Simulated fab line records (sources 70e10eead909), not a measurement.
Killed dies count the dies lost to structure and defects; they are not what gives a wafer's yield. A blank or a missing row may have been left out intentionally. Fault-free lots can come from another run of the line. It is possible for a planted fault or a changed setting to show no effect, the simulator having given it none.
Chamber matching	flow nand-harc	NHARC_A_M1_STRIP_18 on rie-diel-12 has 4 sister chambers
The step strips in N2/H2. 14 wafers are shown with their chamber, then 7 later ones without.

== WAFERS PAIRED WITH THEIR CHAMBERS ==
wafer	chamber	showerhead-plenum-p-Torr (Torr)	h2-flow-sccm (sccm)	throttle-valve-pct (%)
L788.4	0	2.20	149.4	14.169
L788.5	0	2.20	150.1	14.158
L788.6	3	1.94	150.5	14.148
L792.1	1	2.18	149.5	14.177
L792.3	0	2.20	149.6	14.170
L792.4	3	1.94	150.0	14.160
L793.3	0	2.20	149.3	14.169
L793.5	1	2.18	149.1	14.160
L793.6	2	2.20	150.1	14.175
L794.2	3	1.94	149.9	14.166
L794.4	1	2.18	149.8	14.173
L794.5	2	2.20	150.4	14.174
L804.2	2	2.20	150.5	14.176
L804.3	0	2.19	149.5	14.192

SIGNATURES (means of the wafers above)
reading	chamber 0	chamber 1	chamber 2	chamber 3	scatter within a chamber
showerhead-plenum-p-Torr	2.1980	2.1800	2.2000	1.9400	0.00283
h2-flow-sccm	149.580	149.467	150.333	150.133	0.305
throttle-valve-pct	14.17160	14.17000	14.17500	14.15800	0.00972
Rule: a wafer lies at a distance from a chamber equal to the root of the sum of squares, over the readings, of (its reading less the chamber's mean, divided by the reading's scatter). If the next closest chamber is less than 2 further off than the closest, the wafer can't be placed; otherwise it belongs to the closest. The scatter is the square root of a quotient: the sum, over the shown wafers, of each reading's squared deviation from its chamber's mean, divided by wafers minus chambers.

== WAFERS WITHOUT THEIR CHAMBER ==
wafer	showerhead-plenum-p-Torr (Torr)	h2-flow-sccm (sccm)	throttle-valve-pct (%)
L804.6	2.20	149.9	14.165
L805.1	1.93	150.1	14.193
L805.3	2.20	149.9	14.164
L805.4	2.19	149.8	14.172
L809.1	2.18	149.8	14.174
L809.2	2.20	150.4	14.174
L809.4	2.19	149.8	14.167

== EACH ONE'S CHAMBER ==
wafer	from the rows above	in truth
L804.6	can't be placed: 0 or 2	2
L805.1	3	3
L805.3	can't be placed: 0 or 2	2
L805.4	can't be placed: 0 or 1 or 2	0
L809.1	1	1
L809.2	2	2
L809.4	can't be placed: 0 or 1 or 2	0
Placed correctly: 3 of 7. Cannot be placed on the basis of these rows: 4; the candidates contain the true chamber in 4. Placed wrongly: 0.
